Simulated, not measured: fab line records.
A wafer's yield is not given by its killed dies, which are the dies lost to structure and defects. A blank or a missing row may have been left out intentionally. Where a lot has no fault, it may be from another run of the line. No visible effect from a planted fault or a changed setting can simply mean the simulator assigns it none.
Which tool did it? + flow nand harc + 14 lots, 42 wafers sampled, at 3 steps of a route of 1302

## WHAT THE GAUGES READ, wafer by wafer
NHARC_A_BONDPAD_THK_MEAS_20: measures by xrf.
| lot  | measured     | on            | thk nm (nm)       |
|------|--------------|---------------|-------------------|
| L609 | day 23 17:14 | film metro-01 | 167.5 168.3 171.3 |
| L608 | day 24 02:56 | film metro-01 | 169.6 173.0 169.3 |
| L612 | day 24 17:08 | film metro-01 | 168.8 170.9 168.2 |
| L616 | day 25 23:48 | film metro-02 | 169.7 168.8 169.8 |
| L615 | day 26 08:45 | film metro-02 | 169.0 170.3 168.1 |
| L617 | day 26 23:19 | film metro-01 | 168.9 170.3 170.2 |
| L618 | day 27 05:28 | film metro-01 | 170.8 169.7 169.5 |
| L619 | day 27 11:22 | film metro-02 | 170.3 170.4 170.5 |
| L620 | day 28 06:35 | film metro-02 | 169.7 171.9 170.2 |
| L623 | day 29 04:52 | film metro-02 | 169.4 169.3 170.9 |
| L621 | day 29 08:52 | film metro-01 | 167.2 169.6 167.2 |
| L627 | day 31 01:27 | film metro-02 | 170.2 169.6 171.8 |
| L629 | day 31 19:56 | film metro-02 | 168.5 169.2 171.0 |
| L631 | day 33 03:47 | film metro-02 | 168.1 169.6 169.0 |

NHARC_THIN_TSV_CD_MEAS_12: the cd target is 1000 nm.
| lot  | measured     | on        | cd nm (nm)           |
|------|--------------|-----------|----------------------|
| L609 | day 24 06:38 | cd sem-03 | 1002.1 997.8 1001.5  |
| L608 | day 24 14:44 | cd sem-02 | 1000.9 997.0 1001.2  |
| L612 | day 25 06:41 | cd sem-01 | 999.1 997.5 997.8    |
| L616 | day 26 11:54 | cd sem-01 | 998.9 995.1 997.3    |
| L615 | day 26 21:10 | cd sem-01 | 998.0 999.3 1000.0   |
| L617 | day 27 11:55 | cd sem-03 | 999.8 999.8 999.1    |
| L618 | day 27 17:55 | cd sem-03 | 997.2 995.5 996.9    |
| L619 | day 27 23:37 | cd sem-02 | 1000.1 1002.4 1003.5 |
| L620 | day 28 18:55 | cd sem-03 | 999.8 1000.6 999.8   |
| L623 | day 29 17:56 | cd sem-02 | 1003.4 999.7 996.3   |
| L621 | day 29 20:20 | cd sem-02 | 1000.4 1003.6 1001.0 |
| L627 | day 31 14:02 | cd sem-02 | 999.9 998.8 1002.1   |
| L629 | day 32 12:36 | cd sem-01 | 999.7 1002.2 1000.0  |
| L631 | day 33 16:08 | cd sem-03 | 997.0 995.9 997.0    |

## EACH LOT AND THE TOOL THAT RAN IT (in order: tool; ch and the chambers of the sampled wafers; start)
| lot  | NHARC_THIN_TSV_CMP_01         |
|------|-------------------------------|
| L609 | cmp-01 ch 0,3, day 24 05:27   |
| L608 | cmp-02 ch 0,1,2, day 24 13:30 |
| L612 | cmp-01 ch 2,3, day 25 05:23   |
| L616 | cmp-01 ch 0,1, day 26 10:43   |
| L615 | cmp-02 ch 1,2, day 26 19:52   |
| L617 | cmp-01 ch 1,2,3, day 27 10:40 |
| L618 | cmp-03 ch 0,2, day 27 16:37   |
| L619 | cmp-01 ch 0,1,2, day 27 22:10 |
| L620 | cmp-03 ch 2,3, day 28 17:43   |
| L623 | cmp-01 ch 1,3, day 29 16:38   |
| L621 | cmp-01 ch 1,2,3, day 29 19:00 |
| L627 | cmp-02 ch 0,1,2, day 31 12:41 |
| L629 | cmp-02 ch 0,2, day 32 11:19   |
| L631 | cmp-03 ch 0,1,2, day 33 14:50 |
- NHARC_THIN_TSV_CMP_01: polishes.

## AS READ BY THE TOOLS THEMSELVES (means over the sampled wafers that have a number; for cases with no such wafer, the mark the record gives instead)
NHARC_THIN_TSV_CMP_01.
| lot  | tool   | motor current A (A) |
|------|--------|---------------------|
| L609 | cmp-01 | 12.7                |
| L608 | cmp-02 | 12.0                |
| L612 | cmp-01 | 11.2                |
| L616 | cmp-01 | 11.9                |
| L615 | cmp-02 | 11.8                |
| L617 | cmp-01 | 11.2                |
| L618 | cmp-03 | 12.4                |
| L619 | cmp-01 | 12.1                |
| L620 | cmp-03 | 11.5                |
| L623 | cmp-01 | 11.2                |
| L621 | cmp-01 | 10.9                |
| L627 | cmp-02 | 12.4                |
| L629 | cmp-02 | 12.0                |
| L631 | cmp-03 | 13.2                |

## THE ANSWER, worked out from the rows above alone
Rule: the usual values come from the lots themselves. The widest of any qualifying gaps counts: lots, ordered by their means at a reading, are off when they make up no more than a third of the lots, leave a main group of 4 or more, and stand apart from it by 3 or more times the standard deviation of that group's means. Not used: any main group whose means are identical at the precision the tables above print for the reading. A lot without any number at a reading at which 4 lots or more have one is off too. All remaining lots with rows at the step are treated as sound. Order of review: gauges by route order, followed by the tools' own readings, for which a lot's mean as printed above is used. At the first step where some lot is off, the reading lying furthest off is the one used; lots without a number count as furthest.
No lot is off at any reading shown: from this, nothing can be told.

## WHAT THE SIMULATOR HAD INSERTED
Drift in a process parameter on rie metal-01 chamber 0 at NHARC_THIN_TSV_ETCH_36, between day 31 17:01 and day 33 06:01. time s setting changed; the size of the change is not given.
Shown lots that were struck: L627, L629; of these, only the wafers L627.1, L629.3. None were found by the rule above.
